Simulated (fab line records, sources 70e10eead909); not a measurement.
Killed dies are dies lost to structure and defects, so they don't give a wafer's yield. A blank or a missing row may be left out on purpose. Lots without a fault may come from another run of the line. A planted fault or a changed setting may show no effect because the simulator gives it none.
fab line records | flow nand_harc
record lots=11 wafers=33 last_day=33
route steps=1302 shown P_START@1 P_ZERO_WELL@18 END@1302
lots that met no fault: from a run of the same line without faults
start_h: hours from the record's first day to the start of the lot's first wafer shown | wait_h: hours since the lot's step before | " the same as in the row above | L1.1+2: a row that stands for several wafers | - no value, or no start given | * or withheld: withheld | < > ~ a bound
route shown NAME@n: a module of which the file shows steps, and the number in the route of the first | usual: mean/standard deviation of fault-free wafers | same: alike in all rows | chamber/n: place in a boat | sites: the reading at each site | _std_site: their standard deviation | _edge_site: outer sites' mean less inner sites' | radius_mm: how far each site lies from the wafer's centre | mask NAME#n: copy n | behind: the tool/chamber that last shaped the wafer | hold: why the lot was held/for how many hours/how that ended | device: the transistor (n, p or np) that didn't switch | end of line: the same wafers' tests at the end of the route | a step without rows: its recipe alone | killed: dies lost to structure and defects at the first sort, not the wafer's yield | map: a wafer's dies, x killed, . not, _ none there
set.NAME: the setting as run; set.NAME@STEP: as run at that earlier step | model.NAME: the simulator's own value behind a step, which no gauge read
steps of the route over a sample of lots; a table a step, a row a wafer
services: from which hour (start_h, from the record's first day; less than 0 if before it) a tool's chamber was out of use, for how many hours, and why
## steps
# step NHARC_P_START_INSPECT_01
# usual raw_defect_count=3.5/1.9
# columns lot.wafer tool chamber start_h wait_h raw_defect_count
L213.1 defect_inspect-02 - 30.04 - 4
L213.4 " - " " 5
L213.5 " - " " 2
L214.1 defect_inspect-02 - 40.04 - 9
L214.4 " - " " 5
L214.5 " - " " 1
L217.1 defect_inspect-01 - 70.04 - 1
L217.3 " - " " 1
L217.6 " - " " 4
L218.1 defect_inspect-01 - 80.04 - 2
L218.4 " - " " 4
L218.6 " - " " 5
L221.1 defect_inspect-02 - 110.04 - 4
L221.3 " - " " 5
L221.5 " - " " 4
L222.2 defect_inspect-02 - 120.04 - 5
L222.4 " - " " 3
L222.5 " - " " 5
L223.1 defect_inspect-01 - 130.05 - 8
L223.2 " - " " 1
L223.3 " - " " 2
L232.1 defect_inspect-01 - 220.04 - 7
L232.2 " - " " 2
L232.4 " - " " 4
L233.2 defect_inspect-02 - 230.04 - 4
L233.3 " - " " 3
L233.6 " - " " 1
L234.2 defect_inspect-02 - 240.04 - 6
L234.4 " - " " 1
L234.5 " - " " 4
L235.2 defect_inspect-01 - 250.04 - 2
L235.4 " - " " 4
L235.5 " - " " 5
# step NHARC_P_ZERO_WELL_ETCH_62
# recipe target_depth_a=130 time_s=6.5 chf3_flow_sccm=50 ar_flow_sccm=200 rf_w=500 bias_w=200 chemistry=CHF3/Ar
# usual bias_w=199.9/0.55 drypump_motor_current_A=5.8/0.38 oes_product_au=0.962/0.017 rf_vpp_V=371.0/2.5 showerhead_plenum_p_Torr=2.36/0.1 throttle_valve_pct=20.217/0.0088
# columns lot.wafer tool chamber start_h wait_h bias_w drypump_motor_current_A oes_product_au rf_hours_counter_h rf_vpp_V showerhead_plenum_p_Torr throttle_valve_pct
L213.1 rie_diel-02 3 - - 199.9 5.7 0.953 49 372.8 2.41 20.228
L213.4 " 2 " " 200.2 5.6 0.963 48 366.9 2.20 20.222
L213.5 " 0 " " 199.7 6.3 0.965 - 368.4 2.27 20.214
L214.4 rie_diel-09 0 - - 199.8 6.2 0.984 22 367.7 2.18 20.211
L214.1 " 2 " " 200.7 6.4 0.965 20 373.0 2.48 20.216
L214.5 " 1 " " 200.4 5.5 0.985 - 373.6 2.41 20.215
L217.1 rie_diel-13 0 - - 200.2 5.9 0.931 22 372.6 2.46 20.221
L217.3 " 2 " " 200.5 5.8 0.945 22 369.8 2.30 20.216
L217.6 " 0 " " 200.7 5.9 0.926 - 373.0 2.46 20.221
L218.1 rie_diel-09 3 - - 199.3 5.0 0.948 34 369.6 2.29 20.212
L218.4 " 0 " " 200.4 6.2 0.948 29 366.5 2.18 20.209
L218.6 " 3 " " 199.7 4.9 0.948 - 369.6 2.29 20.211
L221.1 rie_diel-09 0 - - 199.6 6.2 0.967 38 366.0 2.17 20.215
L221.3 " 1 " " 200.1 5.5 0.965 48 372.2 2.41 20.213
L221.5 " 0 " " 200.7 6.2 0.967 - 367.1 2.17 20.226
L222.2 rie_diel-13 3 - - 199.6 5.9 0.953 44 370.7 2.39 20.217
L222.4 " 2 " " 200.1 5.8 0.943 41 368.6 2.29 20.214
L222.5 " 3 " " 199.2 5.9 0.954 - 372.8 2.39 20.216
L223.1 rie_diel-02 0 - - 199.5 6.3 0.975 19 369.2 2.26 20.217
L223.3 " 1 " " 199.8 5.1 0.998 23 373.6 2.47 20.210
L223.2 " 2 " " 199.5 5.6 0.994 25 366.9 2.19 20.211
L232.2 rie_diel-09 2 - - 200.4 6.3 0.968 20 372.7 2.46 20.216
L232.4 " 3 " " 199.8 5.0 0.961 22 369.0 2.27 20.206
L232.1 " 0 " " 198.8 6.2 0.991 25 375.2 2.53 20.211
L233.3 rie_diel-13 0 - - 200.2 5.8 0.938 14 371.6 2.44 20.211
L233.2 " 3 " " 200.6 5.9 0.947 14 371.6 2.38 20.212
L233.6 " 1 " " 200.1 5.9 0.934 - 371.0 2.42 20.215
L234.2 rie_diel-13 1 - - 199.4 6.0 0.985 20 373.0 2.42 20.220
L234.4 " 0 " " 200.7 5.9 0.973 17 372.2 2.44 20.213
L234.5 " 1 " " 200.4 6.0 0.987 - 371.3 2.42 20.218
L235.4 rie_diel-13 0 - - 200.4 5.9 0.961 19 374.5 2.44 20.238
L235.2 " 2 " " 199.9 5.8 0.968 19 369.8 2.28 20.224
L235.5 " 3 " " 200.5 5.9 0.992 - 372.1 2.38 20.221
# step NHARC_P_ZERO_WELL_DESCUM_26
# recipe time_s=3 o2_flow_sccm=200 ar_flow_sccm=0 bias_power_w=0 chemistry=O2
# usual drypump_motor_current_A=5.8/0.37 oes_product_au=1.002/0.0089 rf_vpp_V=57.9/0.99 showerhead_plenum_p_Torr=1.94/0.079 throttle_valve_pct=11.310/0.0091
# columns lot.wafer tool chamber start_h wait_h drypump_motor_current_A oes_product_au rf_hours_counter_h rf_vpp_V showerhead_plenum_p_Torr throttle_valve_pct
L213.4 rie_diel-09 1 32.78 - 5.5 0.995 24 59.4 1.97 11.298
L213.1 " 2 " " 6.3 1.007 19 59.2 2.03 11.309
L213.5 " 3 " " 5.0 0.990 - 58.9 1.87 11.308
L214.1 rie_diel-13 1 42.79 - 5.9 1.007 12 58.9 2.00 11.300
L214.4 " 3 " " 5.9 1.008 - 58.3 1.97 11.301
L214.5 " 1 " " 5.9 0.995 - 58.3 2.00 11.303
L217.1 rie_diel-09 3 72.69 - 5.0 1.004 32 58.3 1.87 11.309
L217.3 " 0 " " 6.2 1.005 26 57.2 1.77 11.324
L217.6 " 2 " " 6.3 1.011 - 57.2 2.03 11.314
L218.4 rie_diel-13 3 82.93 - 5.9 1.009 31 59.4 1.96 11.311
L218.1 " 1 " " 5.9 1.002 25 57.5 2.00 11.315
L218.6 " 3 " " 5.9 1.016 - 57.9 1.96 11.307
L221.3 rie_diel-13 2 112.55 - 5.8 1.002 39 58.8 1.87 11.328
L221.1 " 0 " " 5.9 0.985 36 57.7 2.01 11.324
L221.5 " 2 " " 5.8 0.999 - 58.0 1.87 11.327
L222.4 rie_diel-02 2 122.66 - 5.6 1.020 24 56.6 1.79 11.312
L222.2 " 0 " " 6.3 1.003 17 58.5 1.84 11.303
L222.5 " 3 " " 5.7 1.002 - 59.0 1.96 11.307
L223.3 rie_diel-13 2 132.59 - 5.8 0.998 45 59.2 1.87 11.296
L223.2 " 3 " " 5.9 1.011 50 57.7 1.96 11.307
L223.1 " 1 " " 5.9 0.992 42 57.3 1.99 11.313
L232.4 rie_diel-09 2 222.75 - 6.4 0.998 20 58.4 2.01 11.304
L232.2 " 0 " " 6.2 1.019 25 57.6 2.07 11.323
L232.1 " 1 " " 5.5 1.013 20 57.8 1.96 11.331
L233.2 rie_diel-13 0 232.95 - 5.9 0.997 14 58.8 2.00 11.300
L233.3 " 3 " " 5.9 0.997 14 59.4 1.95 11.305
L233.6 " 0 " " 5.9 0.996 - 58.1 2.00 11.317
L234.2 rie_diel-09 2 242.69 - 6.3 1.007 29 58.3 2.01 11.301
L234.4 " 3 " " 5.0 1.012 31 56.2 1.85 11.322
L234.5 " 2 " " 6.3 0.998 - 57.8 2.01 11.310
L235.4 rie_diel-13 1 252.63 - 5.9 1.003 21 59.0 1.98 11.316
L235.2 " 3 " " 5.9 1.011 19 58.0 1.95 11.297
L235.5 " 0 " " 5.8 1.010 - 58.5 1.99 11.311
# step NHARC_P_ZERO_WELL_EXPOSE_34
# recipe na=0.6 target_cd_nm=720 dose_mj=22.31 mask_id=P_PWELL
# usual stage_vel_mm_s=499.99/0.23
# columns lot.wafer tool chamber start_h wait_h mask stage_vel_mm_s
L213.1 krf_scanner-01 0 33.96 - P_PWELL#0 499.72
L213.4 " 0 " " P_PWELL#0 499.89
L213.5 " 0 " " P_PWELL#0 499.87
L214.1 krf_scanner-01 0 43.98 - P_PWELL#0 499.87
L214.4 " 0 " " P_PWELL#0 500.08
L214.5 " 0 " " P_PWELL#0 499.71
L217.1 krf_scanner-01 0 73.86 - P_PWELL#0 499.72
L217.3 " 0 " " P_PWELL#0 500.00
L217.6 " 0 " " P_PWELL#0 500.12
L218.1 krf_scanner-04 0 84.25 - P_PWELL#0 499.55
L218.4 " 0 " " P_PWELL#0 499.57
L218.6 " 0 " " P_PWELL#0 500.24
L221.1 krf_scanner-03 0 113.86 - P_PWELL#0 499.73
L221.3 " 0 " " P_PWELL#0 500.36
L221.5 " 0 " " P_PWELL#0 499.95
L222.2 krf_scanner-01 0 124.01 - P_PWELL#0 499.96
L222.4 " 0 " " P_PWELL#0 499.93
L222.5 " 0 " " P_PWELL#0 500.00
L223.1 krf_scanner-01 0 133.80 - P_PWELL_R1#0 499.74
L223.2 " 0 " " P_PWELL_R1#0 499.84
L223.3 " 0 " " P_PWELL_R1#0 499.73
L232.1 krf_scanner-01 0 224.06 - P_PWELL#0 499.82
L232.2 " 0 " " P_PWELL#0 499.93
L232.4 " 0 " " P_PWELL#0 500.09
L233.2 krf_scanner-01 0 234.18 - P_PWELL#0 499.95
L233.3 " 0 " " P_PWELL#0 499.94
L233.6 " 0 " " P_PWELL#0 499.86
L234.2 krf_scanner-03 0 244.03 - P_PWELL#0 499.62
L234.4 " 0 " " P_PWELL#0 500.01
L234.5 " 0 " " P_PWELL#0 500.10
L235.2 krf_scanner-01 0 253.94 - P_PWELL#0 500.10
L235.4 " 0 " " P_PWELL#0 499.72
L235.5 " 0 " " P_PWELL#0 500.07
# step NHARC_P_ZERO_WELL_CD_MEAS_37
# recipe target_cd_nm=720 landing_energy_ev=500
# usual cd_nm=720.1/2.2
# columns lot.wafer tool chamber start_h wait_h cd_nm
L213.1 cd_sem-03 0 34.12 - 721.5
L213.4 " 0 " " 724.1
L213.5 " 0 " " 719.6
L214.1 cd_sem-01 0 44.13 - 721.1
L214.4 " 0 " " 720.9
L214.5 " 0 " " 718.8
L217.1 cd_sem-01 0 74.02 - 718.8
L217.3 " 0 " " 718.3
L217.6 " 0 " " 715.9
L218.1 cd_sem-01 0 84.40 - 720.7
L218.4 " 0 " " 719.4
L218.6 " 0 " " 717.4
L221.1 cd_sem-02 0 114.02 - 725.6
L221.3 " 0 " " 725.9
L221.5 " 0 " " 722.0
L222.2 cd_sem-01 0 124.16 - 720.3
L222.4 " 0 " " 718.7
L222.5 " 0 " " 722.3
L223.1 cd_sem-03 0 133.96 - 778.0
L223.2 " 0 " " 775.8
L223.3 " 0 " " 775.3
L232.1 cd_sem-03 0 224.22 - 719.8
L232.2 " 0 " " 719.3
L232.4 " 0 " " 719.5
L233.2 cd_sem-02 0 234.34 - 718.7
L233.3 " 0 " " 722.9
L233.6 " 0 " " 720.1
L234.2 cd_sem-01 0 244.19 - 722.4
L234.4 " 0 " " 719.8
L234.5 " 0 " " 717.1
L235.2 cd_sem-02 0 254.09 - 718.2
L235.4 " 0 " " 718.5
L235.5 " 0 " " 721.5
# step NHARC_END_SORT_01
# recipe temp_c=25
# usual killed_at_array=58/18 killed_at_other=1.0/1.5 killed_at_periphery=4/3.1 killed_dies=64/18 killed_open=3.4/1.9 killed_short=2.7/1.7
# same gross_dies=677
# columns lot.wafer tool chamber start_h wait_h killed_at_array killed_at_other killed_at_periphery killed_dies killed_open killed_short
L223.2 prober-01 0 679.14 2.8 48 0 2 50 5 0
L223.3 prober-01 0 679.94 3.1 49 0 2 51 4 2
# killed by level:class
L223.2 A_CHANNEL_HOLE_D1:chamber_film_flake=30 A_CONTACT:chamber_film_flake=6 A_STAIRCASE:chamber_film_flake=4 A_CONTACT:geometric_particle:open=3 A_SLIT:chamber_film_flake=2 A_CHANNEL_HOLE_D1:geometric_particle:open=1 A_DECK1_JOINT:geometric_particle:open=1 P_ZERO_WELL:chamber_film_flake=1
L223.3 A_CHANNEL_HOLE_D1:chamber_film_flake=34 A_STAIRCASE:chamber_film_flake=4 A_CHANNEL_HOLE_D2:chamber_film_flake=2 A_CONTACT:chamber_film_flake=2 P_M1:geometric_particle:open=1 A_ONON_D2:geometric_particle:short=1 A_CHANNEL_FILL_D2:geometric_particle:open=1 A_SGD_CUT:geometric_particle:open=1
## services
# columns tool chamber start_h hours kind
krf_scanner-04 - 10.00 4.0 pm
rie_diel-09 3 10.74 3.1 repair
rie_diel-13 0 37.61 6.7 repair
krf_scanner-04 - 38.48 2.3 repair
rie_diel-02 - 39.83 9.0 pm
krf_scanner-03 - 52.00 4.0 pm
rie_diel-02 0 56.56 6.6 repair
rie_diel-09 0 58.54 12.4 repair
krf_scanner-03 - 65.25 1.1 repair
rie_diel-02 2 80.54 1.2 repair
rie_diel-09 - 82.48 0.4 repair
rie_diel-09 3 115.86 2.5 repair
rie_diel-13 0 130.13 4.5 repair
krf_scanner-01 - 140.01 4.0 pm
rie_diel-09 - 143.44 9.0 pm
rie_diel-13 - 165.00 9.0 pm
krf_scanner-04 - 167.78 2.4 repair
rie_diel-02 1 178.38 1.9 repair
krf_scanner-04 - 182.00 4.0 pm
rie_diel-09 3 184.09 7.9 repair
rie_diel-02 3 190.03 5.8 repair
rie_diel-02 - 217.00 9.0 pm
krf_scanner-03 - 224.00 4.0 pm
rie_diel-02 - 248.82 0.7 repair
## key
first_sign step=NHARC_P_ZERO_WELL_EXPOSE_34 reading=mask direction=changed
effect step=NHARC_P_ZERO_WELL_CD_MEAS_37 reading=cd_nm direction=up sigmas=26 usual=720.1 struck=776.4
met_at NHARC_P_ZERO_WELL_EXPOSE_34
struck_lots L223
tester_left_out L223
not_acting_at NHARC_P_START_INSPECT_01,NHARC_P_ZERO_WELL_ETCH_62,NHARC_P_ZERO_WELL_DESCUM_26
onset_between 124.01 133.80
fault kind=wrong_mask tool=any chamber=- onset_h=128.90 steps=NHARC_P_ZERO_WELL_EXPOSE_34 aux_copy=P_PWELL_R1#0 cd_offset_nm=55.388 scope=struck_lots_only
# tester_left_out: of these lots the tester's yield and bins aren't shown, on N5 and GAA mostly nor the transistor test; their killed dies are dies lost to structure and defects alone, not to doping, threshold or leakage, so they don't give the yield
